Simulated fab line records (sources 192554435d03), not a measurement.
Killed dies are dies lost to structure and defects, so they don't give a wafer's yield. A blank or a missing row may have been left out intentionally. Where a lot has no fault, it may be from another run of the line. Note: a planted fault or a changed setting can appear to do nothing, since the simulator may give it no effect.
Chamber matching / flow n5Finfet / rieDiel-05 running N5_FIN_SAQP_ETCH_52: 4 sister chambers
The step etches SOC in N2/H2, target depth 100 nm, overetch 20 nm, time 150 s. 7 wafers are shown with their chamber, then 7 later ones without.

== WAFERS, EACH WITH ITS CHAMBER ==
wafer=L076.1; chamber=2; showerheadPlenumPTorr (Torr)=2.41; drypumpMotorCurrentA (A)=5.8
wafer=L079.4; chamber=3; showerheadPlenumPTorr (Torr)=2.64; drypumpMotorCurrentA (A)=6.3
wafer=L079.6; chamber=1; showerheadPlenumPTorr (Torr)=2.36; drypumpMotorCurrentA (A)=5.5
wafer=L086.4; chamber=2; showerheadPlenumPTorr (Torr)=2.40; drypumpMotorCurrentA (A)=5.8
wafer=L086.5; chamber=0; showerheadPlenumPTorr (Torr)=2.66; drypumpMotorCurrentA (A)=5.6
wafer=L090.1; chamber=0; showerheadPlenumPTorr (Torr)=2.65; drypumpMotorCurrentA (A)=5.6
wafer=L090.4; chamber=1; showerheadPlenumPTorr (Torr)=2.35; drypumpMotorCurrentA (A)=5.4

== WAFERS WHOSE CHAMBER IS MISSING ==
wafer=L090.5; showerheadPlenumPTorr (Torr)=2.65; drypumpMotorCurrentA (A)=5.6
wafer=L092.1; showerheadPlenumPTorr (Torr)=2.35; drypumpMotorCurrentA (A)=5.4
wafer=L092.3; showerheadPlenumPTorr (Torr)=2.65; drypumpMotorCurrentA (A)=5.6
wafer=L092.5; showerheadPlenumPTorr (Torr)=2.65; drypumpMotorCurrentA (A)=5.6
wafer=L096.1; showerheadPlenumPTorr (Torr)=2.35; drypumpMotorCurrentA (A)=5.4
wafer=L096.2; showerheadPlenumPTorr (Torr)=2.72; drypumpMotorCurrentA (A)=5.9
wafer=L096.3; showerheadPlenumPTorr (Torr)=2.62; drypumpMotorCurrentA (A)=6.3

== EACH ONE'S CHAMBER ==
wafer=L090.5; from the rows above=0; in truth=0
wafer=L092.1; from the rows above=1; in truth=1
wafer=L092.3; from the rows above=0; in truth=0
wafer=L092.5; from the rows above=0; in truth=0
wafer=L096.1; from the rows above=1; in truth=1
wafer=L096.2; from the rows above=0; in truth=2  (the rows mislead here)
wafer=L096.3; from the rows above=3; in truth=3
Correct placement for 6 of the 7. From these rows, 0 cannot be placed. 1 placed wrongly.
How it was worked out, from the rows above alone: a wafer's distance from a chamber is the root of the sum, over the readings, of the square of ((its reading less the chamber's mean) divided by the reading's scatter). The wafer belongs to the nearest chamber; if the next one is less than 2 further off, it can't be placed. Each chamber's mean is taken over the wafers shown for it. The scatter: take each reading less its chamber's mean, square it, sum over the shown wafers, divide by the number of wafers less the number of chambers, and take the root.
